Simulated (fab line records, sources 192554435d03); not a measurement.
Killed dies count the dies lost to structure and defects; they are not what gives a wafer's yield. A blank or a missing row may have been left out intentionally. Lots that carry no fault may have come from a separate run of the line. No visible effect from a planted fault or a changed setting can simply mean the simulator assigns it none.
fab line records	flow n5-finfet
record: lots: 24	wafers: 72	last-day: 17
route steps=1938 shown BEOL_M10@1484 BEOL_M11@1551
lots that met no fault: taken from a fault-free run of the same line
start-h: start of the lot's first displayed wafer, in hours after the record's first day	wait-h: time in hours since the lot's previous step	" same as the row above	L1.1+2: a row that stands for several wafers	- no value, or no start was given	* or withheld: withheld	< > ~ a bound
route shown NAME@n: NAME is a module with steps in the file, n the number in the route of the first one	usual: the fault-free wafers' mean and standard deviation	same: alike in all rows	chamber/n: place in a boat	sites: readings site by site	_std_site: how widely they spread, as a standard deviation	_edge_site: inner sites' mean taken away from outer sites' mean	radius-mm: for every site, how far away it sits from the centre of the wafer	mask NAME#n: copy n	behind: the last tool/chamber to shape the wafer	hold: reason for holding the lot/hours on hold/outcome of the hold	device: which transistor (n, p or np) failed to switch	end of line: the same wafers' tests at the end of the route	where a step has no rows: the recipe by itself	killed: the dies lost at the first sort to structure and to defects; this is not the yield of the wafer	map: a wafer's dies, x killed, . not, _ none there
set.NAME: setting as actually run; set.NAME@STEP: the setting as run at that earlier step	model.NAME: the simulator's own value behind a step, which no gauge read
route steps across a sampled set of lots; one table per step, one row per wafer
services: when a tool's chamber went out of use (start-h, in hours from the record's first day, below 0 if earlier), for how many hours, and the reason
== steps ==
step: N5_BEOL_M10_OVL_MEAS_12
recipe: points-per-wafer: 44
usual: M10_OVL: 0.0/0.74
lot.wafer	tool	chamber	start-h	wait-h	M10_OVL[nm]
L074.3	overlay-01	0	205.61	0.0	-1.0
L074.4	"	0	"	"	-1.5
L074.5	"	0	"	"	0.0
L075.2	overlay-01	0	211.79	0.0	0.4
L075.4	"	0	"	"	0.3
L075.6	"	0	"	"	-0.2
L077.1	overlay-01	0	220.99	0.0	-0.7
L077.2	"	0	"	"	-0.2
L077.5	"	0	"	"	-0.7
L078.1	overlay-02	0	225.70	0.0	-0.3
L078.2	"	0	"	"	-0.7
L078.6	"	0	"	"	-0.8
L076.2	overlay-02	0	228.40	0.0	0.1
L076.5	"	0	"	"	-0.4
L076.6	"	0	"	"	0.0
L080.1	overlay-02	0	234.93	0.0	0.3
L080.3	"	0	"	"	-0.5
L080.5	"	0	"	"	-0.1
L079.1	overlay-01	0	242.89	0.0	0.9
L079.4	"	0	"	"	0.2
L079.5	"	0	"	"	0.7
L082.1	overlay-01	0	261.61	0.0	-1.3
L082.2	"	0	"	"	-0.2
L082.6	"	0	"	"	0.0
L081.2	overlay-02	0	263.27	0.0	0.7
L081.4	"	0	"	"	0.2
L081.6	"	0	"	"	0.2
L083.3	overlay-01	0	266.15	0.0	0.2
L083.5	"	0	"	"	0.3
L083.6	"	0	"	"	0.6
L084.2	overlay-02	0	273.47	0.0	0.4
L084.3	"	0	"	"	-0.1
L084.6	"	0	"	"	0.0
L085.1	overlay-02	0	279.41	0.0	0.2
L085.3	"	0	"	"	-0.9
L085.6	"	0	"	"	-1.3
L086.1	overlay-02	0	279.71	0.0	-0.2
L086.2	"	0	"	"	-0.3
L086.5	"	0	"	"	0.2
L087.1	overlay-01	0	288.34	0.0	-0.3
L087.4	"	0	"	"	-0.8
L087.6	"	0	"	"	-0.7
L089.2	overlay-01	0	293.24	0.0	-0.9
L089.5	"	0	"	"	-1.0
L089.6	"	0	"	"	0.2
L088.1	overlay-01	0	302.49	0.0	0.5
L088.3	"	0	"	"	0.1
L088.6	"	0	"	"	1.5
L090.2	overlay-01	0	310.58	0.0	1.2
L090.5	"	0	"	"	1.0
L090.6	"	0	"	"	1.2
L091.4	overlay-02	0	310.66	0.0	-0.8
L091.5	"	0	"	"	-0.7
L091.6	"	0	"	"	-0.8
L092.2	overlay-02	0	327.69	0.0	-0.5
L092.3	"	0	"	"	-0.5
L092.5	"	0	"	"	-1.3
L093.3	overlay-01	0	331.08	0.0	-0.5
L093.5	"	0	"	"	0.5
L093.6	"	0	"	"	0.1
L094.1	overlay-02	0	331.86	0.0	0.8
L094.3	"	0	"	"	0.8
L094.5	"	0	"	"	-0.1
L095.3	overlay-01	0	349.37	0.0	-0.2
L095.4	"	0	"	"	0.7
L095.5	"	0	"	"	0.4
L097.1	overlay-01	0	351.52	0.0	1.4
L097.2	"	0	"	"	1.9
L097.6	"	0	"	"	0.3
L096.3	overlay-02	0	353.43	0.0	-0.1
L096.5	"	0	"	"	-1.5
L096.6	"	0	"	"	0.2
step: N5_BEOL_M10_STRIP_77
recipe: chemistry: N2/H2	time-s: 10	power-w: 450	temp-c: 40	pressure-mtorr: 20	rf-frequency-hz: 6e+07	bias-power-w: 7	n2-flow-sccm: 200	h2-flow-sccm: 200
usual: drypump-motor-current-A: 5.4/0.59	oes-product-au: 0.83/0.082	rf-vpp-V: 59.1/0.87	showerhead-plenum-p-Torr: 2.50/0.069	throttle-valve-pct: 23.48/0.28
lot.wafer	tool	chamber	start-h	wait-h	drypump-motor-current-A	oes-product-au	rf-hours-counter-h	rf-vpp-V	showerhead-plenum-p-Torr	throttle-valve-pct
L074.3	rie-diel-05	0	-	-	6.0	0.91	20	59.4	2.50	23.20
L074.4	"	1	"	"	6.4	0.74	181	59.5	2.45	23.96
L074.5	"	1	"	"	6.5	0.73	-	58.9	2.45	23.97
L075.2	rie-diel-05	2	-	-	5.2	0.82	78	59.6	2.55	23.01
L075.4	"	3	"	"	4.9	0.73	199	60.0	2.42	23.61
L075.6	"	2	"	"	5.2	0.82	-	58.7	2.55	23.03
L077.1	rie-diel-05	1	-	-	6.4	0.72	186	58.7	2.45	23.98
L077.2	"	3	"	"	4.9	0.72	201	59.9	2.41	23.62
L077.5	"	3	"	"	4.9	0.72	-	59.4	2.41	23.59
L078.1	rie-diel-05	0	-	-	6.0	0.90	26	59.7	2.50	23.21
L078.2	"	2	"	"	5.2	0.81	83	59.3	2.55	23.03
L078.6	"	1	"	"	6.4	0.72	-	58.6	2.44	23.98
L076.2	rie-diel-01	3	-	-	4.9	0.96	8	59.1	2.50	23.31
L076.5	"	0	"	"	4.9	0.89	-	59.4	2.46	23.31
L076.6	"	3	"	"	4.9	0.97	-	58.0	2.50	23.30
L080.1	rie-diel-05	2	-	-	5.2	0.80	87	59.8	2.55	23.02
L080.3	"	3	"	"	4.9	0.71	207	57.8	2.41	23.63
L080.5	"	0	"	"	6.0	0.87	-	58.8	2.50	23.23
L079.1	rie-diel-05	2	-	-	5.2	0.81	90	59.0	2.55	23.02
L079.4	"	0	"	"	6.0	0.88	34	58.8	2.50	23.23
L079.5	"	2	"	"	5.2	0.81	-	60.4	2.55	23.02
L082.1	rie-diel-05	0	-	-	5.9	0.85	41	58.7	2.49	23.23
L082.2	"	3	"	"	4.9	0.70	218	59.5	2.41	23.64
L082.6	"	3	"	"	4.9	0.71	-	59.4	2.41	23.62
L081.2	rie-diel-05	0	-	-	5.9	0.86	42	59.0	2.49	23.23
L081.4	"	2	"	"	5.2	0.80	-	59.5	2.55	23.03
L081.6	"	3	"	"	4.9	0.70	-	58.1	2.41	23.63
L083.3	rie-diel-01	2	-	-	6.3	0.94	15	58.3	2.50	23.48
L083.5	"	3	"	"	4.9	0.92	-	58.2	2.50	23.33
L083.6	"	0	"	"	4.9	0.87	-	59.7	2.45	23.34
L084.2	rie-diel-05	2	-	-	5.2	0.80	102	60.3	2.54	23.02
L084.3	"	0	"	"	5.9	0.86	46	58.3	2.49	23.24
L084.6	"	2	"	"	5.2	0.80	-	60.6	2.55	23.03
L085.1	rie-diel-04	3	-	-	4.9	0.67	241	59.0	2.59	23.91
L085.3	"	2	"	"	5.3	0.68	233	58.9	2.42	23.73
L085.6	"	1	"	"	5.3	0.87	-	59.6	2.69	23.67
L086.1	rie-diel-01	0	-	-	4.9	0.87	50	58.0	2.45	23.36
L086.2	"	3	"	"	4.9	0.91	26	59.4	2.50	23.29
L086.5	"	2	"	"	6.3	0.93	-	60.1	2.49	23.48
L087.1	rie-diel-01	1	-	-	4.7	0.69	241	59.9	2.60	23.80
L087.4	"	3	"	"	4.8	0.90	31	59.7	2.49	23.33
L087.6	"	3	"	"	4.9	0.90	-	58.0	2.49	23.34
L089.2	rie-diel-05	1	-	-	6.5	0.71	201	57.8	2.44	23.99
L089.5	"	0	"	"	5.9	0.85	-	58.4	2.49	23.25
L089.6	"	1	"	"	6.5	0.71	-	58.1	2.44	23.98
L088.1	rie-diel-01	2	-	-	6.3	0.91	29	56.6	2.49	23.50
L088.3	"	1	"	"	4.7	0.69	246	57.7	2.60	23.82
L088.6	"	1	"	"	4.7	0.69	-	59.4	2.60	23.81
L090.2	rie-diel-01	3	-	-	4.9	0.89	38	58.6	2.49	23.33
L090.5	"	3	"	"	4.8	0.89	-	59.5	2.49	23.34
L090.6	"	2	"	"	6.3	0.90	-	59.2	2.49	23.49
L091.4	rie-diel-04	1	-	-	5.3	0.86	-	61.3	2.69	23.68
L091.5	"	0	"	"	5.5	0.88	-	58.6	2.48	23.95
L091.6	"	2	"	"	5.3	0.66	-	58.6	2.42	23.74
L092.2	rie-diel-04	0	-	-	5.5	0.88	48	58.2	2.48	23.96
L092.3	"	1	"	"	5.3	0.85	61	58.1	2.68	23.70
L092.5	"	3	"	"	4.9	0.95	-	59.5	2.58	23.47
L093.3	rie-diel-01	0	-	-	4.9	0.85	69	60.0	2.44	23.37
L093.5	"	2	"	"	6.3	0.87	-	59.1	2.48	23.53
L093.6	"	3	"	"	4.9	0.87	-	58.9	2.49	23.36
L094.1	rie-diel-04	3	-	-	4.8	0.94	7	61.1	2.58	23.48
L094.3	"	1	"	"	5.3	0.84	63	59.0	2.68	23.69
L094.5	"	1	"	"	5.3	0.84	-	59.8	2.68	23.71
L095.3	rie-diel-01	3	-	-	4.9	0.86	53	58.0	2.48	23.37
L095.4	"	3	"	"	4.9	0.87	-	59.1	2.48	23.36
L095.5	"	2	"	"	6.3	0.87	-	59.6	2.48	23.54
L097.1	rie-diel-01	3	-	-	4.9	0.86	53	58.5	2.48	23.35
L097.2	"	1	"	"	4.7	0.99	6	58.9	2.59	23.37
L097.6	"	3	"	"	4.9	0.87	-	58.1	2.48	23.36
L096.3	rie-diel-01	2	-	-	6.3	0.88	49	58.4	2.48	23.53
L096.5	"	3	"	"	4.9	0.86	-	59.2	2.48	23.38
L096.6	"	0	"	"	4.9	0.83	-	59.1	2.44	23.37
step: N5_BEOL_M10_DEGAS_44
recipe: ambient: vacuum	temp-c: 250	time-s: 60
usual: heater-power-w: 323/25
lot.wafer	tool	chamber	start-h	wait-h	heater-power-w
L074.3	pvd-sputter-02	-	207.65	0.2	334
L074.4	"	-	"	"	353
L074.5	"	-	"	"	345
L075.2	pvd-sputter-02	-	216.54	1.6	344
L075.4	"	-	"	"	333
L075.6	"	-	"	"	347
L077.1	pvd-sputter-03	-	225.23	2.0	328
L077.2	"	-	"	"	324
L077.5	"	-	"	"	316
L078.1	pvd-sputter-03	-	228.21	0.8	319
L078.2	"	-	"	"	334
L078.6	"	-	"	"	329
L076.2	pvd-sputter-02	-	231.21	0.2	321
L076.5	"	-	"	"	334
L076.6	"	-	"	"	338
L080.1	pvd-sputter-03	-	238.33	0.3	285
L080.3	"	-	"	"	318
L080.5	"	-	"	"	325
L079.1	pvd-sputter-01	-	248.09	0.8	300
L079.4	"	-	"	"	358
L079.5	"	-	"	"	322
L082.1	pvd-sputter-03	-	265.38	1.1	289
L082.2	"	-	"	"	331
L082.6	"	-	"	"	287
L081.2	pvd-sputter-03	-	266.26	0.6	313
L081.4	"	-	"	"	321
L081.6	"	-	"	"	288
L083.3	pvd-sputter-02	-	269.73	0.2	332
L083.5	"	-	"	"	311
L083.6	"	-	"	"	296
L084.2	pvd-sputter-01	-	276.00	0.4	351
L084.3	"	-	"	"	303
L084.6	"	-	"	"	319
L085.1	pvd-sputter-02	-	282.01	0.3	341
L085.3	"	-	"	"	329
L085.6	"	-	"	"	350
L086.1	pvd-sputter-01	-	282.30	0.3	382
L086.2	"	-	"	"	305
L086.5	"	-	"	"	386
L087.1	pvd-sputter-03	-	293.61	0.4	312
L087.4	"	-	"	"	285
L087.6	"	-	"	"	327
L089.2	pvd-sputter-03	-	297.07	0.4	327
L089.5	"	-	"	"	312
L089.6	"	-	"	"	337
L088.1	pvd-sputter-03	-	304.59	0.3	318
L088.3	"	-	"	"	317
L088.6	"	-	"	"	323
L090.2	pvd-sputter-02	-	314.65	0.3	338
L090.5	"	-	"	"	312
L090.6	"	-	"	"	347
L091.4	pvd-sputter-02	-	315.55	0.5	347
L091.5	"	-	"	"	285
L091.6	"	-	"	"	316
L092.2	pvd-sputter-01	-	331.59	0.5	359
L092.3	"	-	"	"	319
L092.5	"	-	"	"	357
L093.3	pvd-sputter-03	-	334.81	1.6	316
L093.5	"	-	"	"	327
L093.6	"	-	"	"	288
L094.1	pvd-sputter-01	-	335.42	0.3	311
L094.3	"	-	"	"	365
L094.5	"	-	"	"	319
L095.3	pvd-sputter-03	-	352.72	1.2	327
L095.4	"	-	"	"	292
L095.5	"	-	"	"	332
L097.1	pvd-sputter-02	-	355.65	2.3	348
L097.2	"	-	"	"	333
L097.6	"	-	"	"	348
L096.3	pvd-sputter-02	-	357.19	0.7	327
L096.5	"	-	"	"	329
L096.6	"	-	"	"	337
step: N5_BEOL_M11_INSPECT_13
recipe: mode: adi	inspect-instrument: brightfield
usual: raw-defect-count: 382/88
lot.wafer	tool	chamber	start-h	wait-h	raw-defect-count
L074.3	defect-inspect-02	-	211.68	0.0	289
L074.4	"	-	"	"	250
L074.5	"	-	"	"	239
L075.2	defect-inspect-01	-	221.50	0.0	425
L075.4	"	-	"	"	467
L075.6	"	-	"	"	568
L077.1	defect-inspect-01	-	230.51	0.0	342
L077.2	"	-	"	"	268
L077.5	"	-	"	"	385
L078.1	defect-inspect-02	-	233.60	0.0	263
L078.2	"	-	"	"	373
L078.6	"	-	"	"	362
L076.2	defect-inspect-01	-	235.42	0.0	413
L076.5	"	-	"	"	458
L076.6	"	-	"	"	416
L080.1	defect-inspect-01	-	242.70	0.0	527
L080.3	"	-	"	"	495
L080.5	"	-	"	"	498
L079.1	defect-inspect-01	-	254.72	0.0	305
L079.4	"	-	"	"	342
L079.5	"	-	"	"	330
L082.1	defect-inspect-01	-	269.91	0.0	513
L082.2	"	-	"	"	449
L082.6	"	-	"	"	277
L081.2	defect-inspect-02	-	269.95	0.0	403
L081.4	"	-	"	"	481
L081.6	"	-	"	"	398
L083.3	defect-inspect-01	-	273.27	0.0	254
L083.5	"	-	"	"	298
L083.6	"	-	"	"	223
L084.2	defect-inspect-02	-	279.99	0.0	335
L084.3	"	-	"	"	333
L084.6	"	-	"	"	269
L085.1	defect-inspect-01	-	285.26	0.0	375
L085.3	"	-	"	"	423
L085.6	"	-	"	"	466
L086.1	defect-inspect-01	-	285.65	0.0	348
L086.2	"	-	"	"	378
L086.5	"	-	"	"	540
L087.1	defect-inspect-02	-	299.28	0.0	291
L087.4	"	-	"	"	309
L087.6	"	-	"	"	223
L089.2	defect-inspect-02	-	302.72	0.0	338
L089.5	"	-	"	"	286
L089.6	"	-	"	"	398
L088.1	defect-inspect-01	-	310.13	0.0	345
L088.3	"	-	"	"	484
L088.6	"	-	"	"	256
L090.2	defect-inspect-01	-	321.62	0.0	608
L090.5	"	-	"	"	437
L090.6	"	-	"	"	549
L091.4	defect-inspect-01	-	322.04	0.0	287
L091.5	"	-	"	"	303
L091.6	"	-	"	"	432
L092.2	defect-inspect-01	-	336.06	0.0	432
L092.3	"	-	"	"	549
L092.5	"	-	"	"	383
L093.3	defect-inspect-02	-	338.59	0.0	486
L093.5	"	-	"	"	372
L093.6	"	-	"	"	487
L094.1	defect-inspect-02	-	340.73	0.0	437
L094.3	"	-	"	"	444
L094.5	"	-	"	"	423
L095.3	defect-inspect-02	-	357.02	0.0	443
L095.4	"	-	"	"	374
L095.5	"	-	"	"	352
L097.1	defect-inspect-01	-	358.66	0.0	322
L097.2	"	-	"	"	257
L097.6	"	-	"	"	326
L096.3	defect-inspect-01	-	361.54	0.0	451
L096.5	"	-	"	"	315
L096.6	"	-	"	"	340
step: N5_BEOL_M11_STRIP_19
recipe: chemistry: O2	power-w: 400	temp-c: 40	pressure-mtorr: 30	rf-frequency-hz: 6e+07	bias-power-w: 0	overash-fraction: 0.2	o2-flow-sccm: 225
usual: drypump-motor-current-A: 5.89/0.27	oes-product-au: 0.78/0.084	rf-vpp-V: 3.6/0.59	showerhead-plenum-p-Torr: 2.09/0.057	throttle-valve-pct: 16.62/0.25
lot.wafer	tool	chamber	start-h	wait-h	drypump-motor-current-A	oes-product-au	rf-hours-counter-h	rf-vpp-V	showerhead-plenum-p-Torr	throttle-valve-pct
L074.3	rie-diel-06	3	212.17	0.1	5.78	0.70	224	3.5	2.09	17.07
L074.4	"	1	"	"	6.51	0.86	64	3.3	2.12	16.33
L074.5	"	1	"	"	6.48	0.85	-	3.0	2.12	16.33
L075.2	rie-diel-02	0	222.26	0.2	5.46	0.91	31	3.6	2.04	16.39
L075.4	"	1	"	"	5.97	0.82	76	3.8	2.19	16.32
L075.6	"	0	"	"	5.50	0.90	-	3.4	2.04	16.39
L077.1	rie-diel-06	0	230.93	0.1	5.80	0.70	188	3.4	2.20	16.90
L077.2	"	2	"	"	6.02	0.70	213	3.3	2.09	16.86
L077.5	"	3	"	"	5.80	0.69	-	4.3	2.08	17.07
L078.1	rie-diel-06	3	234.02	0.1	5.78	0.70	230	3.8	2.08	17.09
L078.2	"	2	"	"	6.01	0.70	214	4.0	2.09	16.86
L078.6	"	0	"	"	5.77	0.70	-	4.6	2.20	16.91
L076.2	rie-diel-03	0	235.96	0.2	5.74	0.74	183	4.7	2.01	16.79
L076.5	"	2	"	"	6.02	0.79	-	4.0	2.09	16.55
L076.6	"	1	"	"	5.47	0.68	-	4.6	2.06	16.98
L080.1	rie-diel-03	3	243.11	0.1	5.84	0.70	243	3.0	2.16	16.70
L080.3	"	2	"	"	6.04	0.80	104	3.9	2.09	16.56
L080.5	"	3	"	"	5.82	0.70	-	2.5	2.17	16.71
L079.1	rie-diel-02	3	255.23	0.2	6.13	0.88	33	3.8	2.05	16.40
L079.4	"	0	"	"	5.56	0.88	41	3.0	2.03	16.39
L079.5	"	0	"	"	5.54	0.88	-	3.7	2.03	16.39
L082.1	rie-diel-02	2	270.47	0.1	5.96	0.71	196	4.3	2.10	16.62
L082.2	"	0	"	"	5.50	0.87	46	3.4	2.03	16.42
L082.6	"	2	"	"	5.93	0.72	-	2.9	2.10	16.58
L081.2	rie-diel-06	2	270.56	0.1	6.03	0.69	225	3.9	2.08	16.91
L081.4	"	3	"	"	5.78	0.68	242	3.4	2.08	17.10
L081.6	"	3	"	"	5.76	0.69	-	3.8	2.08	17.12
L083.3	rie-diel-03	0	273.68	0.1	5.74	0.74	190	3.8	2.01	16.80
L083.5	"	0	"	"	5.71	0.74	-	3.8	2.01	16.84
L083.6	"	2	"	"	6.05	0.79	-	3.4	2.09	16.58
L084.2	rie-diel-02	1	280.41	0.1	5.96	0.78	95	3.7	2.18	16.35
L084.3	"	0	"	"	5.49	0.87	49	3.6	2.03	16.40
L084.6	"	1	"	"	5.96	0.78	-	3.3	2.18	16.34
L085.1	rie-diel-03	2	285.69	0.1	6.05	0.78	120	3.6	2.09	16.59
L085.3	"	0	"	"	5.74	0.74	195	4.9	2.00	16.83
L085.6	"	2	"	"	6.03	0.78	-	3.4	2.09	16.59
L086.1	rie-diel-02	0	286.15	0.1	5.54	0.86	51	2.7	2.03	16.44
L086.2	"	1	"	"	5.95	0.79	97	2.4	2.18	16.35
L086.5	"	1	"	"	5.97	0.79	-	3.6	2.18	16.36
L087.1	rie-diel-06	0	299.70	0.1	5.80	0.69	209	3.9	2.19	16.95
L087.4	"	1	"	"	6.52	0.81	89	2.7	2.11	16.36
L087.6	"	3	"	"	5.77	0.66	-	3.8	2.08	17.12
L089.2	rie-diel-02	0	303.67	0.2	5.47	0.86	56	3.8	2.03	16.43
L089.5	"	0	"	"	5.50	0.85	-	4.0	2.03	16.45
L089.6	"	1	"	"	5.96	0.79	-	3.1	2.18	16.34
L088.1	rie-diel-03	0	310.78	0.3	5.71	0.74	202	3.7	2.00	16.83
L088.3	"	1	"	"	5.43	0.67	247	3.8	2.05	17.03
L088.6	"	2	"	"	6.05	0.77	-	2.9	2.09	16.60
L090.2	rie-diel-06	1	322.04	0.1	6.47	0.82	98	3.2	2.11	16.39
L090.5	"	2	"	"	6.03	0.69	-	4.5	2.08	16.90
L090.6	"	1	"	"	6.48	0.82	-	4.6	2.11	16.38
L091.4	rie-diel-02	3	322.46	0.1	6.13	0.85	54	4.1	2.05	16.43
L091.5	"	1	"	"	5.97	0.78	-	3.6	2.17	16.37
L091.6	"	2	"	"	5.95	0.70	-	3.4	2.09	16.65
L092.2	rie-diel-06	0	336.48	0.1	5.80	0.67	221	3.8	2.19	16.98
L092.3	"	2	"	"	6.05	0.67	246	2.5	2.08	16.92
L092.5	"	2	"	"	6.04	0.67	-	3.5	2.08	16.94
L093.3	rie-diel-02	1	339.03	0.1	5.99	0.79	114	4.2	2.17	16.38
L093.5	"	2	"	"	5.93	0.70	-	3.4	2.09	16.68
L093.6	"	3	"	"	6.15	0.84	-	3.0	2.04	16.44
L094.1	rie-diel-02	2	341.15	0.1	5.95	0.70	218	3.9	2.09	16.66
L094.3	"	1	"	"	5.98	0.78	114	3.6	2.17	16.38
L094.5	"	0	"	"	5.46	0.83	-	4.3	2.03	16.46
L095.3	rie-diel-03	2	357.43	0.1	6.08	0.76	142	3.6	2.08	16.62
L095.4	"	0	"	"	5.70	0.72	218	2.6	2.00	16.85
L095.5	"	0	"	"	5.74	0.72	-	3.8	2.00	16.88
L097.1	rie-diel-02	3	359.08	0.1	6.14	0.82	65	3.4	2.04	16.45
L097.2	"	0	"	"	5.44	0.83	73	3.1	2.02	16.46
L097.6	"	2	"	"	6.00	0.70	-	4.3	2.09	16.68
L096.3	rie-diel-03	2	361.96	0.1	6.04	0.76	143	4.1	2.08	16.63
L096.5	"	1	"	"	5.46	0.97	-	2.9	2.04	16.55
L096.6	"	0	"	"	5.75	0.71	-	4.4	2.00	16.87
step: N5_BEOL_M11_VIA_ETCH_34
recipe: chemistry: C4F6/O2	target: SiCOH_lowk	target-depth-a: 1845	mask-material: SOC	taper-deg: 4	time-s: 69.2	ion-energy-ev: 250	pressure-mtorr: 30	source-w: 345	bias-w: 185	Ar_flow_sccm: 300	C4F6_flow_sccm: 10	O2_flow_sccm: 10
usual: drypump-motor-current-A: 5.91/0.28	mfc-ar-sccm: 300.0/0.88	oes-product-au: 0.77/0.08	rf-vpp-V: 660/26	showerhead-plenum-p-Torr: 2.84/0.07	throttle-valve-pct: 20.86/0.24
lot.wafer	tool	chamber	start-h	wait-h	drypump-motor-current-A	mfc-ar-sccm	oes-product-au	rf-hours-counter-h	rf-vpp-V	showerhead-plenum-p-Torr	throttle-valve-pct
L074.3	rie-diel-03	3	213.57	0.0	5.81	299.8	0.70	234	677	2.89	20.62
L074.4	"	2	"	"	6.08	299.5	0.79	95	615	2.88	20.94
L074.5	"	2	"	"	6.09	299.8	0.79	-	615	2.88	20.94
L075.2	rie-diel-02	3	225.46	0.0	6.13	300.2	0.89	25	619	2.80	20.70
L075.4	"	0	"	"	5.48	300.1	0.87	31	683	2.78	20.67
L075.6	"	2	"	"	5.96	300.6	0.72	-	637	2.86	20.79
L077.1	rie-diel-06	1	231.74	0.0	6.51	300.9	0.84	70	694	2.91	20.76
L077.2	"	0	"	"	5.80	299.4	0.72	188	668	2.92	20.88
L077.5	"	2	"	"	6.04	300.4	0.71	-	656	2.78	20.77
L078.1	rie-diel-03	1	234.86	0.0	5.46	298.8	0.69	221	690	2.82	21.31
L078.2	"	2	"	"	6.06	299.8	0.79	101	616	2.88	20.94
L078.6	"	3	"	"	5.85	299.0	0.70	-	676	2.88	20.63
L076.2	rie-diel-02	3	238.58	0.0	6.14	300.4	0.89	28	619	2.80	20.71
L076.5	"	0	"	"	5.44	299.9	0.88	-	683	2.77	20.68
L076.6	"	3	"	"	6.13	301.0	0.88	-	621	2.80	20.71
L080.1	rie-diel-06	0	246.74	0.0	5.78	299.4	0.71	193	666	2.92	20.88
L080.3	"	3	"	"	5.78	300.1	0.68	234	652	2.83	21.27
L080.5	"	3	"	"	5.80	298.7	0.67	-	652	2.83	21.30
L079.1	rie-diel-03	0	256.01	0.0	5.72	299.2	0.75	184	668	2.73	21.02
L079.4	"	1	"	"	5.48	301.0	0.68	229	689	2.82	21.33
L079.5	"	1	"	"	5.50	300.3	0.69	-	689	2.82	21.34
L082.1	rie-diel-03	2	272.10	0.0	6.04	300.2	0.78	114	616	2.87	20.97
L082.2	"	0	"	"	5.68	299.3	0.75	189	668	2.72	21.02
L082.6	"	2	"	"	6.07	300.3	0.78	-	615	2.87	20.97
L081.2	rie-diel-06	2	272.65	0.0	6.05	299.1	0.70	226	657	2.77	20.78
L081.4	"	1	"	"	6.46	299.1	0.81	82	694	2.91	20.78
L081.6	"	1	"	"	6.49	298.9	0.82	-	693	2.91	20.78
L083.3	rie-diel-02	0	275.51	0.0	5.51	299.4	0.85	48	683	2.77	20.70
L083.5	"	0	"	"	5.52	299.5	0.85	-	684	2.77	20.69
L083.6	"	1	"	"	5.97	298.3	0.80	-	685	2.98	20.69
L084.2	rie-diel-02	3	281.25	0.0	6.13	299.6	0.85	41	620	2.80	20.73
L084.3	"	2	"	"	5.98	300.9	0.72	198	638	2.85	20.83
L084.6	"	3	"	"	6.12	299.8	0.85	-	620	2.80	20.72
L086.1	rie-diel-03	3	287.19	0.0	5.80	300.1	0.96	0	645	2.88	20.21
L086.2	"	1	"	"	5.51	301.0	0.69	240	690	2.82	21.36
L086.5	"	2	"	"	6.06	300.0	0.78	-	616	2.87	20.98
L085.1	rie-diel-06	1	287.79	0.0	6.52	299.6	0.82	86	692	2.91	20.77
L085.3	"	3	"	"	5.78	300.9	0.67	247	652	2.82	21.32
L085.6	"	2	"	"	6.03	301.2	0.70	-	658	2.77	20.80
L087.1	rie-diel-02	2	302.11	0.0	5.94	298.9	0.71	205	640	2.85	20.84
L087.4	"	3	"	"	6.15	299.1	0.86	48	620	2.79	20.75
L087.6	"	3	"	"	6.15	299.2	0.85	-	620	2.79	20.74
L089.2	rie-diel-06	2	304.81	0.0	6.06	300.8	0.70	235	656	2.77	20.79
L089.5	"	0	"	"	5.77	300.7	0.70	-	666	2.91	20.91
L089.6	"	1	"	"	6.52	299.0	0.82	-	694	2.90	20.79
L088.1	rie-diel-06	0	313.78	0.0	5.79	300.1	0.69	215	666	2.91	20.93
L088.3	"	1	"	"	6.50	299.9	0.81	96	693	2.90	20.79
L088.6	"	1	"	"	6.49	300.4	0.80	-	692	2.90	20.81
L091.4	rie-diel-03	0	323.59	0.0	5.74	300.6	0.74	205	667	2.72	21.05
L091.5	"	0	"	"	5.73	300.9	0.74	-	665	2.72	21.05
L091.6	"	1	"	"	5.50	299.3	0.67	-	688	2.81	21.35
L090.2	rie-diel-02	0	323.76	0.0	5.52	300.2	0.83	62	683	2.76	20.70
L090.5	"	0	"	"	5.53	300.7	0.83	-	684	2.76	20.71
L090.6	"	1	"	"	5.97	298.8	0.79	-	684	2.98	20.72
L092.2	rie-diel-03	3	337.49	0.0	5.85	299.6	0.89	15	644	2.87	20.22
L092.3	"	0	"	"	5.75	301.4	0.73	211	669	2.72	21.05
L092.5	"	3	"	"	5.84	301.1	0.90	-	644	2.87	20.21
L093.3	rie-diel-06	0	339.69	0.0	5.78	298.4	0.69	223	664	2.91	20.91
L093.5	"	0	"	"	5.79	298.6	0.68	-	666	2.91	20.93
L093.6	"	1	"	"	6.48	301.1	0.79	-	692	2.90	20.81
L094.1	rie-diel-06	2	343.46	0.0	6.05	298.6	0.69	248	657	2.76	20.81
L094.3	"	1	"	"	6.49	301.0	0.79	105	693	2.90	20.80
L094.5	"	2	"	"	6.02	299.0	0.69	-	655	2.76	20.84
L095.3	rie-diel-03	0	358.21	0.0	5.69	299.2	0.73	218	667	2.71	21.07
L095.4	"	1	"	"	5.48	301.0	0.98	2	688	2.81	20.95
L095.5	"	0	"	"	5.70	300.6	0.73	-	667	2.71	21.07
L097.1	rie-diel-02	3	360.31	0.0	6.13	301.0	0.82	65	619	2.79	20.74
L097.2	"	1	"	"	5.97	299.0	0.77	119	686	2.97	20.72
L097.6	"	3	"	"	6.15	299.2	0.82	-	620	2.78	20.76
L096.3	rie-diel-03	3	365.49	0.0	5.85	300.8	0.88	25	644	2.87	20.24
L096.5	"	2	"	"	6.02	300.0	0.75	-	613	2.86	20.98
L096.6	"	1	"	"	5.44	300.3	0.96	-	689	2.81	20.97
== services ==
tool	chamber	start-h	hours	kind
rie-diel-03	-	220.73	0.9	repair
rie-diel-02	3	229.20	1.3	repair
rie-diel-03	0	237.94	16.9	repair
rie-diel-04	-	240.99	2.6	repair
rie-diel-05	1	254.24	8.0	repair
rie-diel-03	3	265.27	-	clean
rie-diel-03	3	265.27	-	consumable-replace:esc
rie-diel-03	3	265.27	-	consumable-replace:focus-ring
rie-diel-03	3	265.27	20.3	scheduled-down
rie-diel-03	3	265.27	20.3	vent-cycle
rie-diel-01	0	269.87	1.4	repair
rie-diel-05	-	282.41	10.9	repair
rie-diel-05	2	299.44	23.6	repair
rie-diel-06	3	300.38	-	clean
rie-diel-06	3	300.38	-	consumable-replace:focus-ring
rie-diel-06	3	300.38	24.3	scheduled-down
rie-diel-05	1	319.97	6.9	repair
rie-diel-04	2	320.59	4.6	repair
rie-diel-03	1	324.62	-	clean
rie-diel-03	1	324.62	-	consumable-replace:focus-ring
rie-diel-03	1	324.62	24.0	scheduled-down
rie-diel-03	1	324.62	24.0	vent-cycle
rie-diel-02	2	343.65	3.2	repair
rie-diel-01	1	350.04	2.2	repair
== key ==
fault none
